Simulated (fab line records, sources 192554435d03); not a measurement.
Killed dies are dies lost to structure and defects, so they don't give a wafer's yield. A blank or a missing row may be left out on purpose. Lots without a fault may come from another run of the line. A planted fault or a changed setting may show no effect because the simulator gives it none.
Split-lot experiment | flow n5_finfet | 7 lots, 39 wafers read, on a route of 1938 steps

THE SPLIT
At N5_WELL_APT_EXPOSE_22 (exposes mask PWELL, defocus 0 nm, target cd 200 nm), the setting dose_mj was moved away from the recipe's 23.2 on 15 of the 39 wafers read, by -7.7% to +7.9%. The other wafers ran this setting at the recipe's value.

FROM THE SPLIT TO THE READING: what the file shows between them, 3 steps
- N5_WELL_APT_PEB_23: peb time 90 s
- N5_WELL_APT_DEVELOP_24: develop time 45 s
- N5_WELL_APT_HARDBAKE_29: time 120 s

THE READING
cd_nm, in nm, at N5_WELL_APT_CD_MEAS_25 (target cd 200 nm). Fault-free wafers of this fab line usually give 200.3 nm, standard deviation 1.7 nm.

wafer  | tool, chamber at the split | dose_mj as run | against the recipe | cd_nm, nm | against lot-mates on the recipe
L077.1 | krf_scanner-02, 0          | 21.41          | -7.7%              | 181.6     | -16.7
L077.2 | krf_scanner-02, 0          | 23.2           | recipe             | 197.8     | -
L077.3 | krf_scanner-02, 0          | 23.2           | recipe             | 198.3     | -
L077.4 | krf_scanner-02, 0          | 21.41          | -7.7%              | 184.3     | -14.0
L077.5 | krf_scanner-02, 0          | 23.2           | recipe             | 198.8     | -
L077.6 | krf_scanner-02, 0          | 21.41          | -7.7%              | 182.1     | -16.2
L079.2 | krf_scanner-02, 0          | 23.2           | recipe             | 202.6     | -
L079.4 | krf_scanner-02, 0          | 23.2           | recipe             | 200.5     | -
L079.6 | krf_scanner-02, 0          | 23.2           | recipe             | 198.1     | -
L086.1 | krf_scanner-02, 0          | 22.71          | -2.1%              | 193.0     | -7.1
L086.2 | krf_scanner-02, 0          | 22.71          | -2.1%              | 194.9     | -5.2
L086.3 | krf_scanner-02, 0          | 23.2           | recipe             | 198.9     | -
L086.4 | krf_scanner-02, 0          | 23.2           | recipe             | 202.5     | -
L086.5 | krf_scanner-02, 0          | 22.71          | -2.1%              | 195.7     | -4.4
L086.6 | krf_scanner-02, 0          | 23.2           | recipe             | 198.8     | -
L088.1 | krf_scanner-01, 0          | 23.2           | recipe             | 201.0     | -
L088.2 | krf_scanner-01, 0          | 23.2           | recipe             | 200.4     | -
L088.3 | krf_scanner-01, 0          | 21.63          | -6.8%              | 187.5     | -13.7
L088.4 | krf_scanner-01, 0          | 23.2           | recipe             | 202.2     | -
L088.5 | krf_scanner-01, 0          | 21.63          | -6.8%              | 188.9     | -12.3
L088.6 | krf_scanner-01, 0          | 21.63          | -6.8%              | 190.1     | -11.1
L094.1 | krf_scanner-02, 0          | 23.2           | recipe             | 200.2     | -
L094.2 | krf_scanner-02, 0          | 23.2           | recipe             | 200.4     | -
L094.3 | krf_scanner-02, 0          | 23.2           | recipe             | 201.8     | -
L094.4 | krf_scanner-02, 0          | 25.04          | +7.9%              | 216.6     | +15.8
L094.5 | krf_scanner-02, 0          | 25.04          | +7.9%              | 215.6     | +14.8
L094.6 | krf_scanner-02, 0          | 25.04          | +7.9%              | 217.0     | +16.2
L095.1 | krf_scanner-02, 0          | 23.2           | recipe             | 202.5     | -
L095.2 | krf_scanner-02, 0          | 23.2           | recipe             | 199.4     | -
L095.3 | krf_scanner-02, 0          | 23.2           | recipe             | 201.4     | -
L095.4 | krf_scanner-02, 0          | 23.2           | recipe             | 203.5     | -
L095.5 | krf_scanner-02, 0          | 23.2           | recipe             | 197.8     | -
L095.6 | krf_scanner-02, 0          | 23.2           | recipe             | 200.8     | -
L096.1 | krf_scanner-02, 0          | 24.64          | +6.2%              | 214.6     | +12.7
L096.2 | krf_scanner-02, 0          | 23.2           | recipe             | 202.6     | -
L096.3 | krf_scanner-02, 0          | 23.2           | recipe             | 201.7     | -
L096.4 | krf_scanner-02, 0          | 24.64          | +6.2%              | 215.0     | +13.1
L096.5 | krf_scanner-02, 0          | 23.2           | recipe             | 201.3     | -
L096.6 | krf_scanner-02, 0          | 24.64          | +6.2%              | 213.9     | +12.0

THE FIT
A straight line over all 39 wafers: cd_nm changes by +2.09 nm for each +1% of dose_mj; r = +0.98; the points scatter about the line by 1.8 nm.
The same after taking each lot's own level away (the mean of its wafers on the recipe; 39 wafers): +1.98 nm for each +1%; r = +0.99; scatter 1.4 nm.
On that fit, the largest move of dose_mj shifts the reading by 16 nm.
The lots' own levels span 198.30 to 201.87 nm, that is 2.1 times the standard deviation above.
So the lot-to-lot level changes the slope little: the two slopes agree.
Check: with one of the wafers moved furthest among these (+7.9%) left out of the fit, the line predicts +15.6 nm for it against its lot-mates. It came out at +15.8 nm against them.

THE WHOLE CHAIN: every reading that the file lists as answering this split, in the file's order
step                   | what it does             | reading                                                         | change (the file's fit)              | r (the file's)
N5_WELL_APT_CD_MEAS_25 | target cd 200 nm         | cd_nm                                                           | +1.98 nm for each +1% of the setting | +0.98
N5_WELL_APT_DESCUM_30  | chemistry O2, time 7.9 s | WELL_APT.cd_nm (the simulator's own value, which no gauge read) | +1.99 nm for each +1% of the setting | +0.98

THE FILE'S OWN FIT
cd_nm changes by +1.98 nm for each +1% of dose_mj, r = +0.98.
